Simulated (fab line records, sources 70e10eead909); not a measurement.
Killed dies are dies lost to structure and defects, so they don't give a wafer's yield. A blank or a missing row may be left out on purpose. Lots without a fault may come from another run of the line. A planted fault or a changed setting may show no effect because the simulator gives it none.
fab line records | flow nand_harc
record lots=4 wafers=12 last_day=33
route steps=1302 shown A_CHANNEL_HOLE_D2@570 END@1301
lots that met no fault: from a run of the same line without faults
start_h: hours from the record's first day to the start of the lot's first wafer shown | wait_h: hours since the lot's step before | " the same as in the row above | L1.1+2: a row that stands for several wafers | - no value, or no start given | * or withheld: withheld | < > ~ a bound
route shown NAME@n: a module of which the file shows steps, and the number in the route of the first | usual: mean/standard deviation of fault-free wafers | same: alike in all rows | chamber/n: place in a boat | sites: the reading at each site | _std_site: their standard deviation | _edge_site: outer sites' mean less inner sites' | radius_mm: how far each site lies from the wafer's centre | mask NAME#n: copy n | behind: the tool/chamber that last shaped the wafer | hold: why the lot was held/for how many hours/how that ended | device: the transistor (n, p or np) that didn't switch | end of line: the same wafers' tests at the end of the route | a step without rows: its recipe alone | killed: dies lost to structure and defects at the first sort, not the wafer's yield | map: a wafer's dies, x killed, . not, _ none there
set.NAME: the setting as run; set.NAME@STEP: as run at that earlier step | model.NAME: the simulator's own value behind a step, which no gauge read
lots at some steps of the route; a table a step, a row a wafer
services: from which hour (start_h, from the record's first day; less than 0 if before it) a tool's chamber was out of use, for how many hours, and why
## steps
# step NHARC_A_CHANNEL_HOLE_D2_DEP_00
# recipe target_thk_a=31000 temp_c=400 material=aC
# step NHARC_A_CHANNEL_HOLE_D2_DEP_01
# recipe target_thk_a=1400 target_thk_nm=140 temp_c=400 pressure_torr=3.5 flow_sccm=200 rf_w=350 material=SiON
# step NHARC_A_CHANNEL_HOLE_D2_DEHYDRATE_02
# recipe temp_c=150 time_s=120
# step NHARC_A_CHANNEL_HOLE_D2_HMDS_03
# recipe time_s=30
# step NHARC_A_CHANNEL_HOLE_D2_COAT_36
# recipe temp_c=260 time_s=75
# step NHARC_A_CHANNEL_HOLE_D2_COAT_37
# recipe temp_c=225 time_s=65
# step NHARC_A_CHANNEL_HOLE_D2_COAT_04
# recipe spin_rpm=1500 resist_thk_nm=90
# step NHARC_A_CHANNEL_HOLE_D2_SOFTBAKE_05
# recipe temp_c=105 time_s=55
# step NHARC_A_CHANNEL_HOLE_D2_EBR_06
# step NHARC_A_CHANNEL_HOLE_D2_EXPOSE_07
# recipe na=1.35 target_cd_nm=100 sigma_outer=0.3 dose_mj=59.65 mask_id=HOLE_D2
# step NHARC_A_CHANNEL_HOLE_D2_PEB_08
# recipe peb_temp_c=100 peb_time_s=65
# usual heater_power_total_W=156.6/0.42
# columns lot.wafer tool chamber start_h wait_h heater_power_total_W
L798.1 litho_track-04 0 404.15 0.1 156.6
L798.4 " 0 " " 156.9
L798.5 " 0 " " 156.1
L802.4 litho_track-04 0 441.16 0.0 213.7
L802.5 " 0 " " 213.4
L802.6 " 0 " " 212.3
L803.2 litho_track-04 0 459.43 0.1 212.9
L803.3 " 0 " " 213.5
L803.4 " 0 " " 211.9
L809.4 litho_track-06 0 503.23 0.0 156.8
L809.5 " 0 " " 156.6
L809.6 " 0 " " 157.0
# step NHARC_A_CHANNEL_HOLE_D2_DEVELOP_09
# recipe develop_time_s=35 dev_temp_c=23
# step NHARC_A_CHANNEL_HOLE_D2_CD_MEAS_10
# recipe target_cd_nm=100 landing_energy_ev=500
# usual cd_nm=99.8/0.41
# columns lot.wafer tool chamber start_h wait_h cd_nm
L798.1 cd_sem-03 0 404.23 - 99.5
L798.4 " 0 " " 99.2
L798.5 " 0 " " 99.4
L802.4 cd_sem-03 0 441.24 - 82.4
L802.5 " 0 " " 82.4
L802.6 " 0 " " 82.6
L803.2 cd_sem-02 0 459.51 - 85.8
L803.3 " 0 " " 85.7
L803.4 " 0 " " 86.1
L809.4 cd_sem-03 0 503.31 - 99.8
L809.5 " 0 " " 100.0
L809.6 " 0 " " 100.3
# step NHARC_A_CHANNEL_HOLE_D2_DESCUM_15
# recipe time_s=3 o2_flow_sccm=200 ar_flow_sccm=0 bias_power_w=0 chemistry=O2
# usual drypump_motor_current_A=5.6/0.42 oes_product_au=1.001/0.0065 rf_vpp_V=57.6/0.93 showerhead_plenum_p_Torr=1.88/0.075 throttle_valve_pct=11.313/0.0098
# same time_s=3
# columns lot.wafer tool chamber start_h wait_h drypump_motor_current_A oes_product_au rf_hours_counter_h rf_vpp_V showerhead_plenum_p_Torr throttle_valve_pct model.A_CHANNEL_HOLE_D2.cd_nm
L798.4 rie_diel-11 0 404.42 0.1 6.1 1.002 8.7 58.0 1.84 11.302 99.33
L798.1 " 2 " " 4.9 1.011 7.1 55.9 1.81 11.321 99.45
L798.5 " 3 " " 6.2 1.013 - 57.4 1.83 11.326 99.21
L802.4 rie_diel-13 3 441.42 0.1 5.8 1.009 4.9 58.4 1.91 11.321 82.84
L802.6 " 3 " " 5.8 1.001 - 58.9 1.91 11.296 82.54
L802.5 " 0 " " 5.2 1.003 - 56.3 1.82 11.297 82.21
L803.2 rie_diel-11 2 459.70 0.1 4.9 1.006 0.2 55.3 1.81 11.324 85.78
L803.3 " 3 " " 6.2 1.000 0.2 56.1 1.83 11.316 85.86
L803.4 " 0 " " 6.1 1.001 0.2 56.9 1.84 11.297 85.28
L809.4 rie_diel-13 2 503.51 0.1 5.8 1.006 7.6 58.0 1.93 11.305 100
L809.6 " 3 " " 5.8 1.002 - 57.6 1.91 11.319 100.9
L809.5 " 0 " " 5.1 1.013 - 58.2 1.82 11.307 100.3
# step NHARC_A_CHANNEL_HOLE_D2_ETCH_38
# recipe target_depth_a=390 over_etch_frac=0.3 time_s=65 ion_energy_ev=80 cf4_flow_sccm=150 ar_flow_sccm=0 rf_w=300 bias_w=100 chemistry=CF4
# step NHARC_A_CHANNEL_HOLE_D2_ETCH_39
# recipe target_depth_a=2600 over_etch_frac=0.3 time_s=325 ion_energy_ev=200 n2_flow_sccm=150 h2_flow_sccm=150 ar_flow_sccm=0 rf_w=400 bias_w=150 chemistry=N2/H2
# step NHARC_A_CHANNEL_HOLE_D2_ETCH_34
# recipe target_depth_a=1540 time_s=77 cf4_flow_sccm=100 chf3_flow_sccm=30 ar_flow_sccm=0 rf_w=500 bias_w=200 chemistry=CF4/CHF3
# step NHARC_A_CHANNEL_HOLE_D2_ETCH_16
# recipe target_depth_a=31000 over_etch_frac=0.3 time_s=806 ion_energy_ev=150 o2_flow_sccm=400 cos_flow_sccm=20 ar_flow_sccm=0 rf_w=500 bias_w=300 chemistry=O2/COS
# step NHARC_A_CHANNEL_HOLE_D2_CD_MEAS_18
# usual cd_nm=99.2/1.7
# columns lot.wafer tool chamber start_h wait_h cd_nm
L798.1 cd_sem-02 - 405.52 - 99.0
L798.4 " - " " 97.3
L798.5 " - " " 98.4
L802.4 cd_sem-03 - 442.54 - 82.1
L802.5 " - " " 82.6
L802.6 " - " " 82.2
L803.2 cd_sem-02 - 460.80 - 86.7
L803.3 " - " " 87.7
L803.4 " - " " 85.7
L809.4 cd_sem-03 - 504.60 - 99.2
L809.5 " - " " 99.3
L809.6 " - " " 101.7
# step NHARC_A_CHANNEL_HOLE_D2_ETCH_19
# recipe bias_v=1200 source_w=2500 pressure_mtorr=15 time_s=34.5 ar_flow_sccm=375 c4f8_flow_sccm=28.8 o2_flow_sccm=96.2 temp_c=-20 target_depth_a=* chemistry=C4F8/O2/Ar
# step NHARC_A_CHANNEL_HOLE_D2_ETCH_20
# recipe bias_v=3000 source_w=withheld pressure_mtorr=20 time_s=361.9 ar_flow_sccm=375 c4f8_flow_sccm=89.3 o2_flow_sccm=35.7 temp_c=-20 target_depth_a=16000 chemistry=C4F8/O2/Ar
# step NHARC_A_CHANNEL_HOLE_D2_ETCH_21
# recipe bias_v=3000 source_w=withheld pressure_mtorr=20 time_s=514.3 ar_flow_sccm=375 c4f8_flow_sccm=89.3 o2_flow_sccm=35.7 temp_c=-20 target_depth_a=16000 chemistry=C4F8/O2/Ar
# step NHARC_A_CHANNEL_HOLE_D2_ETCH_22
# recipe bias_v=3000 source_w=withheld pressure_mtorr=20 time_s=666.7 ar_flow_sccm=375 c4f8_flow_sccm=89.3 o2_flow_sccm=35.7 temp_c=-20 target_depth_a=16000 chemistry=C4F8/O2/Ar
# step NHARC_A_CHANNEL_HOLE_D2_ETCH_23
# recipe bias_v=5000 source_w=withheld pressure_mtorr=20 time_s=819 ar_flow_sccm=375 c4f8_flow_sccm=89.3 o2_flow_sccm=35.7 temp_c=-20 target_depth_a=16000 chemistry=C4F8/O2/Ar
# step NHARC_A_CHANNEL_HOLE_D2_ETCH_24
# recipe bias_v=5000 source_w=withheld pressure_mtorr=20 time_s=906.2 ar_flow_sccm=375 c4f8_flow_sccm=93.8 o2_flow_sccm=31.2 temp_c=-20 target_depth_a=15000 chemistry=C4F8/O2/Ar
# step NHARC_A_CHANNEL_HOLE_D2_ETCH_25
# recipe bias_v=5000 source_w=withheld pressure_mtorr=20 time_s=1040.2 ar_flow_sccm=375 c4f8_flow_sccm=93.8 o2_flow_sccm=31.2 temp_c=-20 target_depth_a=15000 chemistry=C4F8/O2/Ar
# step NHARC_A_CHANNEL_HOLE_D2_ETCH_26
# recipe bias_v=300 source_w=2000 pressure_mtorr=30 time_s=224.1 ar_flow_sccm=375 c4f8_flow_sccm=11.4 o2_flow_sccm=113.6 temp_c=-20 target_depth_a=3000 chemistry=C4F8/O2/Ar
# step NHARC_A_CHANNEL_HOLE_D2_ETCH_27
# recipe bias_v=400 source_w=2000 pressure_mtorr=25 time_s=90 ar_flow_sccm=375 c4f8_flow_sccm=41.7 o2_flow_sccm=83.3 temp_c=-20 target_depth_a=4000 chemistry=C4F8/O2/Ar
# step NHARC_A_CHANNEL_HOLE_D2_STRIP_41
# recipe n2_flow_sccm=150 h2_flow_sccm=150 ar_flow_sccm=0 bias_w=0 chemistry=N2/H2
# step NHARC_A_CHANNEL_HOLE_D2_STRIP_42
# recipe cf4_flow_sccm=100 chf3_flow_sccm=30 ar_flow_sccm=0 bias_w=0 chemistry=CF4/CHF3
# step NHARC_A_CHANNEL_HOLE_D2_STRIP_43
# recipe o2_flow_sccm=400 cos_flow_sccm=20 ar_flow_sccm=0 bias_w=0 chemistry=O2/COS
# step NHARC_A_CHANNEL_HOLE_D2_ETCH_44
# recipe target_depth_a=1400 overetch_a=140 time_s=77 ion_energy_ev=100 cf4_flow_sccm=80 o2_flow_sccm=20 ar_flow_sccm=0 rf_w=300 bias_w=100 chemistry=CF4/O2
# usual drypump_motor_current_A=5.6/0.4 oes_ar_750_au=1.000/0.0043 oes_product_au=0.999/0.0076 rf_vpp_V=197.5/1.4 showerhead_plenum_p_Torr=1.32/0.052 throttle_valve_pct=13.399/0.009
# same time_s=77
# columns lot.wafer tool chamber start_h wait_h drypump_motor_current_A oes_ar_750_au oes_product_au rf_hours_counter_h rf_vpp_V showerhead_plenum_p_Torr throttle_valve_pct model.A_CHANNEL_HOLE_D2.cd_nm
L798.4 rie_diel-02 2 410.33 0.1 5.3 1.009 1.004 0 196.2 1.28 13.410 88.39
L798.1 " 3 " " 6.2 0.997 1.006 0 199.5 1.40 13.396 87.74
L798.5 " 3 " " 6.2 0.993 1.010 - 198.9 1.40 13.404 87.85
L802.4 rie_diel-13 3 447.73 0.1 5.7 0.999 1.008 5 197.3 1.33 13.383 72.82
L802.5 " 3 " " 5.8 0.997 0.998 - 199.1 1.33 13.384 72.95
L802.6 " 0 " " 5.2 1.002 1.014 - 196.3 1.27 13.388 71.89
L803.3 rie_diel-11 1 466.08 0.1 5.3 1.002 1.002 1 199.5 1.41 13.376 76.19
L803.2 " 2 " " 4.9 1.006 1.002 1 195.3 1.27 13.398 75.33
L803.4 " 3 " " 6.2 1.000 1.004 1 196.6 1.28 13.387 76.08
L809.4 rie_diel-11 1 509.53 0.1 5.3 1.003 0.992 3 199.5 1.41 13.395 89.75
L809.5 " 2 " " 4.9 0.996 0.992 - 195.4 1.27 13.409 90.61
L809.6 " 3 " " 6.2 0.999 1.000 - 196.4 1.28 13.382 89.55
# step NHARC_A_CHANNEL_HOLE_D2_STRIP_28
# recipe o2_flow_sccm=500 ar_flow_sccm=0 bias_w=0 chemistry=O2
# step NHARC_A_CHANNEL_HOLE_D2_PRECLEAN_29
# recipe time_s=* temp_c=50 bath_age_min=0 chemistry=SC1
# step NHARC_A_CHANNEL_HOLE_D2_SRD_30
# step NHARC_A_CHANNEL_HOLE_D2_CD_MEAS_31
# usual cd_nm=89.6/0.95
# columns lot.wafer tool chamber start_h wait_h cd_nm
L798.1 cd_sem-03 - 411.14 - 87.8
L798.4 " - " " 88.7
L798.5 " - " " 87.8
L802.4 cd_sem-02 - 448.54 - 72.6
L802.5 " - " " 73.1
L802.6 " - " " 72.2
L803.2 cd_sem-01 - 466.87 - 75.1
L803.3 " - " " 76.6
L803.4 " - " " 76.1
L809.4 cd_sem-02 - 510.32 - 89.8
L809.5 " - " " 91.0
L809.6 " - " " 89.9
# step NHARC_A_CHANNEL_HOLE_D2_XSEM_32
# recipe landing_energy_ev=35000
# usual bot_cd_nm=74.0/1 bow_nm=8.7/0.34 tilt_deg=0.074/0.03
# columns lot.wafer tool chamber start_h wait_h bot_cd_nm bow_nm tilt_deg
L798.1 xsem-01 0 411.22 0.1 73.3 8.9 0.031
L798.4 " 0 " " 73.4 9.0 0.031
L798.5 " 0 " " 72.3 8.9 0.033
L802.4 xsem-01 0 448.62 0.1 57.4 8.1 0.118
L802.5 " 0 " " 57.9 8.1 0.117
L802.6 " 0 " " 56.9 8.1 0.118
L803.2 xsem-01 0 466.97 0.1 59.5 9.2 0.098
L803.3 " 0 " " 60.4 9.2 0.099
L803.4 " 0 " " 60.2 9.3 0.099
L809.4 xsem-01 0 510.40 0.1 74.0 9.2 0.040
L809.5 " 0 " " 75.3 9.1 0.041
L809.6 " 0 " " 74.8 9.2 0.043
# step NHARC_END_WLT_00
# usual VT_DECK1_BOTTOM=0.869/0.0055 VT_DECK1_BOTTOM_INNER=0.869/0.0058 VT_DECK1_MEDIAN_NEAR_BOTTOM=0.871/0.0057 VT_DECK1_MEDIAN_NEAR_BOTTOM_INNER=0.870/0.0055 VT_DECK1_MIDDLE=0.883/0.0051 VT_DECK1_MIDDLE_INNER=0.882/0.006 VT_DECK1_TOP=0.893/0.0061 VT_DECK1_TOP_INNER=0.894/0.0063 VT_DECK2_BOTTOM=0.871/0.0071 VT_DECK2_BOTTOM_INNER=0.871/0.0066 VT_DECK2_MEDIAN_NEAR_BOTTOM=0.872/0.0074 VT_DECK2_MEDIAN_NEAR_BOTTOM_INNER=0.872/0.0066 VT_DECK2_MIDDLE=0.885/0.0071 VT_DECK2_MIDDLE_INNER=0.885/0.0069 VT_DECK2_TOP=0.897/0.0073 VT_DECK2_TOP_INNER=0.897/0.0078
# columns lot.wafer tool chamber start_h wait_h VT_DECK1_BOTTOM VT_DECK1_BOTTOM_INNER VT_DECK1_MEDIAN_NEAR_BOTTOM VT_DECK1_MEDIAN_NEAR_BOTTOM_INNER VT_DECK1_MIDDLE VT_DECK1_MIDDLE_INNER VT_DECK1_TOP VT_DECK1_TOP_INNER VT_DECK2_BOTTOM VT_DECK2_BOTTOM_INNER VT_DECK2_MEDIAN_NEAR_BOTTOM VT_DECK2_MEDIAN_NEAR_BOTTOM_INNER VT_DECK2_MIDDLE VT_DECK2_MIDDLE_INNER VT_DECK2_TOP VT_DECK2_TOP_INNER
L798.1 prober-02 - 664.88 0.1 0.864 0.862 0.863 0.865 0.875 0.873 0.891 0.886 0.870 0.866 0.869 0.870 0.885 0.875 0.890 0.890
L798.4 " - 666.38 1.6 0.861 0.865 0.869 0.864 0.879 0.877 0.886 0.888 0.861 0.864 0.862 0.872 0.882 0.879 0.897 0.889
L798.5 " - " " 0.873 0.871 0.860 0.867 0.884 0.880 0.887 0.895 0.862 0.877 0.865 0.867 0.874 0.886 0.899 0.900
L802.4 prober-01 - 702.60 1.5 0.873 0.872 0.877 0.873 0.882 0.889 0.902 0.894 0.803 0.813 0.808 0.800 0.817 0.820 0.842 0.847
L802.5 " - " " 0.872 0.862 0.879 0.872 0.891 0.885 0.902 0.905 0.813 0.812 0.803 0.812 0.835 0.826 0.843 0.840
L802.6 " - " " 0.873 0.878 0.866 0.872 0.895 0.883 0.891 0.903 0.804 0.796 0.796 0.804 0.822 0.820 0.850 0.843
L803.2 prober-01 - 719.18 0.5 0.872 0.869 0.871 0.869 0.880 0.879 0.895 0.899 0.821 0.820 0.815 0.823 0.839 0.833 0.859 0.849
L803.3 " - " " 0.863 0.866 0.869 0.865 0.879 0.888 0.889 0.885 0.820 0.821 0.828 0.822 0.838 0.841 0.866 0.861
L803.4 " - " " 0.859 0.864 0.867 0.859 0.882 0.884 0.897 0.895 0.813 0.823 0.820 0.820 0.831 0.842 0.857 0.853
L809.4 prober-02 - 778.58 1.6 0.870 0.867 0.876 0.870 0.881 0.887 0.893 0.901 0.876 0.879 0.875 0.875 0.885 0.889 0.897 0.896
L809.5 " - " " 0.871 0.867 0.873 0.867 0.885 0.887 0.895 0.901 0.871 0.867 0.875 0.878 0.894 0.886 0.893 0.910
L809.6 " - " " 0.869 0.864 0.868 0.865 0.884 0.889 0.898 0.900 0.873 0.872 0.876 0.876 0.879 0.887 0.899 0.909
# step NHARC_END_SORT_01
# recipe temp_c=25
# usual killed_at_array=44/16 killed_at_other=0.6/1.1 killed_at_periphery=3.9/2.6 killed_dies=48/16 killed_open=3.1/1.9 killed_short=2.4/1.8
# same gross_dies=677
# columns lot.wafer tool chamber start_h wait_h killed_at_array killed_at_other killed_at_periphery killed_dies killed_open killed_short
L802.4 prober-01 0 706.52 3.4 328 2 8 338 7 2
L802.5 prober-01 0 707.32 3.7 248 0 3 251 3 1
L802.6 prober-01 0 708.13 4.0 279 3 11 293 3 3
L803.2 prober-01 0 722.51 2.8 115 0 7 122 4 0
L803.3 prober-01 0 723.33 3.1 117 0 4 121 5 3
L803.4 prober-01 0 724.15 3.5 154 1 6 161 5 8
# killed by level:class
L802.4 A_CHANNEL_HOLE_D2:area_peb=291 A_SLIT:chamber_film_flake=15 P_CONTACT:chamber_film_flake=7 A_CHANNEL_HOLE_D1:chamber_film_flake=7 A_M0:geometric_particle:open=3 A_CONTACT:chamber_film_flake=3 A_ONON_D1:geometric_particle:open=2 A_DECK1_JOINT:chamber_film_flake=2
L802.5 A_CHANNEL_HOLE_D2:area_peb=220 A_SLIT:chamber_film_flake=16 P_GATE:chamber_film_flake=2 A_CHANNEL_HOLE_D1:chamber_film_flake=2 A_CHANNEL_FILL_D2:chamber_film_flake=2 A_STAIRCASE:chamber_film_flake=2 A_CHANNEL_HOLE_D1:geometric_particle:open=1 A_DECK1_JOINT:geometric_particle:open=1
L802.6 A_CHANNEL_HOLE_D2:area_peb=250 A_SLIT:chamber_film_flake=18 P_CONTACT:chamber_film_flake=7 P_ZERO_WELL:chamber_film_flake=3 A_CHANNEL_HOLE_D1:chamber_film_flake=3 THIN_TSV:chamber_film_flake=3 A_ONON_D2:geometric_particle:open=2 A_CHANNEL_FILL_D2:geometric_particle:short=1
L803.2 A_CHANNEL_HOLE_D2:area_peb=59 A_CHANNEL_HOLE_D1:chamber_film_flake=20 A_SLIT:chamber_film_flake=14 A_CHANNEL_HOLE_D2:chamber_film_flake=12 P_M1:chamber_film_flake=4 A_STAIRCASE:chamber_film_flake=3 A_CONTACT:chamber_film_flake=3 A_CHANNEL_FILL_D2:chamber_film_flake=2
L803.3 A_CHANNEL_HOLE_D2:area_peb=52 A_SLIT:chamber_film_flake=22 A_CHANNEL_HOLE_D1:chamber_film_flake=13 A_CHANNEL_HOLE_D2:chamber_film_flake=10 A_STAIRCASE:chamber_film_flake=8 P_M1:chamber_film_flake=2 A_CONTACT:chamber_film_flake=2 P_GATE:geometric_particle:open=1
L803.4 A_CHANNEL_HOLE_D2:area_peb=69 A_CHANNEL_HOLE_D1:chamber_film_flake=34 A_SLIT:chamber_film_flake=18 A_CHANNEL_HOLE_D2:chamber_film_flake=15 A_ONON_D1:geometric_particle:short=4 A_CONTACT:geometric_particle:open=2 P_M1:chamber_film_flake=2 A_M0:chamber_film_flake=2
# map L802.4 (x killed, . not)
____________.____________
_________.x..x.._________
_______..........._______
______..xx.....x...______
_____..x..x....x...._____
____...xxx.xx........____
____..xx...x.x.x..x..____
___......xxxxxxx......___
___....x....x.xxx.....___
__...x.xx.xxxxxxxx..x..__
__...x.x...xxxx.x..x...__
_..x..xx.xxx.xxxx.x....._
_.x....xx.xxxxxxxxxxx..._
_....x.xxxxxxxxxxx..x..._
_...xxxx.xxxxxxxxxxxx..._
_......x.xxxxxxxxxxxx..._
..x.x.xxxxx..xxxxxxx.....
.x..xxxxxxx.xxxxxxxx.x...
...x.xxxxxxxxxxxxx..xx...
...xxxxxx.xxxxxxxxx...x..
...x..xxxxxxxxxxxx..xx...
_x...xxxxxxxxxx.xxxx.xx._
_.xxxxxxxxxxxxxxxxxx...._
_x.xxx.xx.xxxxxxxxxx.x.._
_.....xxx.xxxxxxxx......_
_.x.x.....x.xx..x.x...x._
__...xx.xxxxxxxx..x.x.x__
__..x.xxxx.x.xx.x.xx...__
___....x.xx.xxx...x...___
___...xxx.x.xx.xx.....___
____.x..xxxxx........____
____.......x...xx....____
_____.x.....xx.xx..._____
______...xx.xxx....______
_______xxxxxxxx..._______
_________.xxxx.._________
____________x____________
# map L803.4 (x killed, . not)
____________.____________
_________...x..._________
_______..........._______
______......xx.....______
_____.....x.......x._____
____..........xx.....____
____.................____
___......xx....x.....x___
___.......x...xx.x..x.___
__.........x......x.xxx__
__..........x...x.....x__
_......x....x..x....xxxx_
_.....x.xx...........xxx_
_.....xxx..x.xxx..xx..xx_
_...xxxxxx..x........x.._
_...x.xxxx.x.xxx.....x.._
....xx.xx.x..x.x.x.......
.....xxxxxxxxx.xx......x.
....x..xxxx.xx.xxx..x....
.....xx.x.x...x..x.......
.......xxxx......x.x.....
_..x..x...x...x.xx......_
_....xxxxx...xx....x...._
_...........x..x........_
_...x...x...x.x.......x._
_..........x..xx........_
__..x....xx..x.........__
__...x......xx.....x...__
___...............x...___
___...x............x..___
____.................____
____......xx.........____
_____.....x..x......_____
______.....xx......______
_______x.xx.xx...._______
_________xxxxx.._________
____________x____________
## services
# columns tool chamber start_h hours kind
rie_diel-02 - 381.22 0.2 repair
rie_diel-11 0 387.01 - clean
rie_diel-11 1 387.01 - clean
rie_diel-11 2 387.01 - clean
rie_diel-11 3 387.01 - clean
rie_diel-02 - 393.70 9.0 pm
rie_diel-11 0 411.51 - clean
rie_diel-11 1 411.51 - clean
rie_diel-11 2 411.51 - clean
rie_diel-11 3 411.51 - clean
rie_diel-11 - 432.50 9.0 pm
rie_diel-11 0 432.50 9.0 vent_cycle
rie_diel-11 1 432.50 9.0 vent_cycle
rie_diel-11 2 432.50 9.0 vent_cycle
rie_diel-11 3 432.50 9.0 vent_cycle
rie_diel-11 0 441.50 - clean
rie_diel-11 1 441.50 - clean
rie_diel-11 2 441.50 - clean
rie_diel-11 3 441.50 - clean
rie_diel-11 0 466.01 - clean
rie_diel-11 1 466.01 - clean
rie_diel-11 2 466.01 - clean
rie_diel-11 3 466.01 - clean
rie_diel-11 0 490.51 - clean
## key
first_sign step=NHARC_A_CHANNEL_HOLE_D2_PEB_08 reading=heater_power_total_W direction=up sigmas=99+ usual=* struck=*
effect step=NHARC_A_CHANNEL_HOLE_D2_CD_MEAS_10 reading=cd_nm direction=down sigmas=38 usual=99.8 struck=84.2 through=control_loop
effect step=NHARC_A_CHANNEL_HOLE_D2_CD_MEAS_18 reading=cd_nm direction=down sigmas=8.8 usual=99.2 struck=84.5 through=control_loop
effect step=NHARC_A_CHANNEL_HOLE_D2_CD_MEAS_31 reading=cd_nm direction=down sigmas=16 usual=89.6 struck=74.3 through=control_loop
effect step=NHARC_A_CHANNEL_HOLE_D2_XSEM_32 reading=bot_cd_nm direction=down sigmas=15 usual=74.0 struck=58.7 through=control_loop
effect step=NHARC_END_WLT_00 reading=VT_DECK2_MEDIAN_NEAR_BOTTOM_INNER direction=down sigmas=8.9 usual=0.872 struck=0.813
effect step=NHARC_END_SORT_01 reading=killed_at_array direction=up sigmas=10 usual=44 struck=207
model_effect step=NHARC_A_CHANNEL_HOLE_D2_DESCUM_15 value=A_CHANNEL_HOLE_D2.cd_nm without=99.5 struck=84.09
model_effect step=NHARC_A_CHANNEL_HOLE_D2_ETCH_44 value=A_CHANNEL_HOLE_D2.cd_nm without=89.63 struck=74.21
more_kills_born_at NHARC_A_CHANNEL_HOLE_D2_PEB_08@litho_track-04=941
met_at NHARC_A_CHANNEL_HOLE_D2_PEB_08
struck_wafers L802.4,L802.5,L802.6,L803.2,L803.3,L803.4
tester_left_out L802,L803
loop_trim step=NHARC_A_CHANNEL_HOLE_D2_EXPOSE_07 setting=dose lots=L803
onset_between 404.15 441.16
fault kind=process_parameter_drift tool=litho_track-04 chamber=- onset_h=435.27 steps=NHARC_A_CHANNEL_HOLE_D2_PEB_08 channel=peb_time_s offset=* shape=step end_h=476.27 acts_in=* stated=*
# tester_left_out: of these lots the tester's yield and bins aren't shown, on N5 and GAA mostly nor the transistor test; their killed dies are dies lost to structure and defects alone, not to doping, threshold or leakage, so they don't give the yield
# loop_trim: a control loop set the setting to another value than it would have without faults
